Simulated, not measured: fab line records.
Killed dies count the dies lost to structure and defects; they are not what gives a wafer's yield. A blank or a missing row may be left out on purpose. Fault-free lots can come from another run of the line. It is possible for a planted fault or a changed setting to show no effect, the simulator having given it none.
Chamber matching | flow nand harc | NHARC_A_SLIT_DEP_25 on pecvd-04: 3 sister chambers
The step deposits SiO2, target thk 200 nm. 20 wafers are shown with their chamber, then 10 later ones without.

## WAFERS WITH THEIR CHAMBER
wafer  | chamber | rf fwd power W (W) | throttle valve pct (%) | heater power w (W)
L076.1 | 2       | 897.1              | 15.7                   | 495
L076.3 | 1       | 897.3              | 15.6                   | 578
L076.5 | 0       | 899.3              | 15.9                   | 590
L077.1 | 0       | 896.6              | 15.8                   | 523
L077.3 | 1       | 898.1              | 15.6                   | 459
L077.6 | 1       | 895.3              | 15.7                   | 465
L079.1 | 2       | 895.6              | 15.6                   | 517
L079.3 | 0       | 899.6              | 15.5                   | 591
L079.5 | 0       | 898.8              | 16.1                   | 612
L080.3 | 1       | 895.7              | 15.6                   | 556
L080.4 | 0       | 898.4              | 15.9                   | 517
L080.5 | 1       | 895.2              | 15.9                   | 570
L083.2 | 1       | 895.3              | 15.8                   | 541
L083.3 | 2       | 892.5              | 15.7                   | 549
L083.5 | 0       | 894.7              | 16.1                   | 601
L086.1 | 1       | 897.7              | 16.1                   | 535
L086.2 | 2       | 894.2              | 15.6                   | 581
L086.6 | 1       | 894.6              | 15.7                   | 528
L087.1 | 1       | 897.0              | 15.9                   | 557
L087.2 | 0       | 895.6              | 15.8                   | 590

SIGNATURES, as means of the wafers listed above
reading            | chamber 0 | chamber 1 | chamber 2 | scatter within a chamber
rf fwd power W     | 897.571   | 896.244   | 894.850   | 1.66
throttle valve pct | 15.871    | 15.767    | 15.650    | 0.172
heater power w     | 574.86    | 532.11    | 535.50    | 40.4
Rule: a wafer lies at a distance from a chamber equal to the root of the sum of squares, over the readings, of (its reading less the chamber's mean, divided by the reading's scatter). The wafer belongs to the nearest chamber; if the next one is less than 2 further off, it can't be placed. The scatter: the root of (the sum of the squares of (reading less its chamber's mean) over the shown wafers, divided by (wafers less chambers)).

## WAFERS MISSING THEIR CHAMBER
wafer  | rf fwd power W (W) | throttle valve pct (%) | heater power w (W)
L087.3 | 900.6              | 15.8                   | 563
L089.2 | 899.1              | 15.8                   | 516
L089.4 | 899.0              | 15.9                   | 637
L089.5 | 897.4              | 15.7                   | 573
L090.1 | 894.0              | 15.9                   | 576
L090.5 | 894.6              | 15.8                   | 598
L090.6 | 902.7              | 15.7                   | 613
L096.1 | 893.7              | 15.5                   | 481
L096.4 | 893.3              | 15.5                   | 605
L096.5 | 896.1              | 15.5                   | 477

## WHICH CHAMBER EACH ONE RAN IN
wafer  | from the rows above          | in truth
L087.3 | can't be placed: 0 or 1 or 2 | 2
L089.2 | can't be placed: 0 or 1 or 2 | 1
L089.4 | can't be placed: 0 or 1      | 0
L089.5 | can't be placed: 0 or 1 or 2 | 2
L090.1 | can't be placed: 2 or 1 or 0 | 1
L090.5 | can't be placed: 2 or 1 or 0 | 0
L090.6 | can't be placed: 0 or 1 or 2 | 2
L096.1 | can't be placed: 2 or 1      | 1
L096.4 | can't be placed: 2 or 1 or 0 | 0
L096.5 | can't be placed: 2 or 1 or 0 | 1
Correctly placed: 0 of 10. Cannot be placed on the basis of these rows: 10; the candidates contain the true chamber in 10. Placed wrongly: 0.
